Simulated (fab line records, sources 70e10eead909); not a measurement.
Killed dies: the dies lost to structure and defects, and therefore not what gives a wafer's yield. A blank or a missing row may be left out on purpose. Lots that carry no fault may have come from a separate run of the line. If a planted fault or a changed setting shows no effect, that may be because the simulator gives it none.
Chamber matching	flow nand_harc	3 sister chambers for NHARC_A_ZERO_WELL_ETCH_13 on rie_si-02
The step etches the open film in HBr/Cl2, target depth 120 nm, time 40.1 s. 3 wafers are shown with their chamber, then 3 later ones without.

== WAFERS, EACH WITH ITS CHAMBER ==
wafer	chamber	drypump_motor_current_A (A)
L079.1	2	5.7
L091.1	1	5.5
L091.2	3	6.4

== WAFERS WHOSE CHAMBER IS MISSING ==
wafer	drypump_motor_current_A (A)
L093.1	5.6
L093.6	5.7
L094.2	5.5

== EACH ONE'S CHAMBER ==
wafer	from the rows above	in truth
L093.1	can't be placed: 1 or 2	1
L093.6	2	2
L094.2	1	1
2 of 3 placed correctly. Not placeable from these rows: 1 (in 1, the candidates include the true chamber). Number placed wrongly: 0.
How it was worked out, from the rows above alone: a wafer's distance from a chamber is the root of the sum, over the readings, of the square of ((its reading less the chamber's mean) divided by the reading's scatter). The wafer belongs to the nearest chamber; if the next one is less than 2 further off, it can't be placed. The mean given for a chamber averages the wafers shown for that chamber. The scatter: root of mean squared gap, hidden wafer to nearest shown wafer, with one shown wafer a chamber.
